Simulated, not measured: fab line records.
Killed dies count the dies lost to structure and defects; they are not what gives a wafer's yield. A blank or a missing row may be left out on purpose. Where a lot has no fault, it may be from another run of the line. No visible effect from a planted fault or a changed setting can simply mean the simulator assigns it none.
Matching of chambers || flow n5 finfet || uv cure-01 running N5_BEOL_M8_CURE_75: 3 sister chambers
The step cures SiCOH lowk, time 120 s. 14 wafers are shown with their chamber, then 7 later ones without.

== WAFERS PAIRED WITH THEIR CHAMBERS ==
{"wafer": "L075.1", "chamber": 0, "lamp power pct (%)": 52.33, "wafer_temp_C_max": 371.2}
{"wafer": "L075.2", "chamber": 0, "lamp power pct (%)": 52.30, "wafer_temp_C_max": 371.5}
{"wafer": "L075.5", "chamber": 0, "lamp power pct (%)": 52.28, "wafer_temp_C_max": 371.8}
{"wafer": "L076.2", "chamber": 2, "lamp power pct (%)": 52.36, "wafer_temp_C_max": 371.2}
{"wafer": "L076.3", "chamber": 2, "lamp power pct (%)": 52.21, "wafer_temp_C_max": 371.5}
{"wafer": "L076.4", "chamber": 2, "lamp power pct (%)": 52.37, "wafer_temp_C_max": 372.2}
{"wafer": "L083.1", "chamber": 2, "lamp power pct (%)": 52.35, "wafer_temp_C_max": 371.2}
{"wafer": "L083.3", "chamber": 2, "lamp power pct (%)": 52.34, "wafer_temp_C_max": 371.8}
{"wafer": "L083.4", "chamber": 2, "lamp power pct (%)": 52.29, "wafer_temp_C_max": 371.0}
{"wafer": "L087.1", "chamber": 0, "lamp power pct (%)": 52.22, "wafer_temp_C_max": 371.3}
{"wafer": "L087.2", "chamber": 0, "lamp power pct (%)": 52.25, "wafer_temp_C_max": 371.9}
{"wafer": "L087.5", "chamber": 0, "lamp power pct (%)": 52.35, "wafer_temp_C_max": 371.3}
{"wafer": "L091.2", "chamber": 1, "lamp power pct (%)": 52.25, "wafer_temp_C_max": 371.1}
{"wafer": "L091.3", "chamber": 1, "lamp power pct (%)": 52.29, "wafer_temp_C_max": 371.7}

SIGNATURES, as means of the wafers listed above
{"reading": "lamp power pct", "chamber 0": 52.2883, "chamber 1": 52.2700, "chamber 2": 52.3200, "scatter within a chamber": 0.0532}
{"reading": "wafer_temp_C_max", "chamber 0": 371.500, "chamber 1": 371.400, "chamber 2": 371.483, "scatter within a chamber": 0.382}
Rule: for a wafer and a chamber, the distance is found by dividing, reading by reading, the gap between the wafer's reading and the chamber's mean by the reading's scatter, squaring, summing and taking the root. The wafer belongs to the nearest chamber; if the next one is less than 2 further off, it can't be placed. The scatter: take each reading less its chamber's mean, square it, sum over the shown wafers, divide by the number of wafers less the number of chambers, and take the root.

== WAFERS MISSING THEIR CHAMBER ==
{"wafer": "L091.6", "lamp power pct (%)": 52.32, "wafer_temp_C_max": 371.1}
{"wafer": "L095.2", "lamp power pct (%)": 52.31, "wafer_temp_C_max": 371.9}
{"wafer": "L095.3", "lamp power pct (%)": 52.15, "wafer_temp_C_max": 371.4}
{"wafer": "L095.5", "lamp power pct (%)": 52.37, "wafer_temp_C_max": 372.2}
{"wafer": "L096.1", "lamp power pct (%)": 52.37, "wafer_temp_C_max": 371.1}
{"wafer": "L096.2", "lamp power pct (%)": 52.33, "wafer_temp_C_max": 371.5}
{"wafer": "L096.4", "lamp power pct (%)": 52.34, "wafer_temp_C_max": 371.3}

== CHAMBER TAKEN BY EACH ==
{"wafer": "L091.6", "from the rows above": "can't be placed: 2 or 0 or 1", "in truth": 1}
{"wafer": "L095.2", "from the rows above": "can't be placed: 2 or 0 or 1", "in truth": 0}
{"wafer": "L095.3", "from the rows above": "can't be placed: 1 or 0 or 2", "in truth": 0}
{"wafer": "L095.5", "from the rows above": "can't be placed: 2 or 0 or 1", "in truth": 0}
{"wafer": "L096.1", "from the rows above": "can't be placed: 2 or 0 or 1", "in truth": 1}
{"wafer": "L096.2", "from the rows above": "can't be placed: 2 or 0 or 1", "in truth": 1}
{"wafer": "L096.4", "from the rows above": "can't be placed: 2 or 0 or 1", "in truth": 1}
Correctly placed: 0 of 7. From these rows, 7 cannot be placed; in 7 the true chamber is one of the candidates. Number placed wrongly: 0.
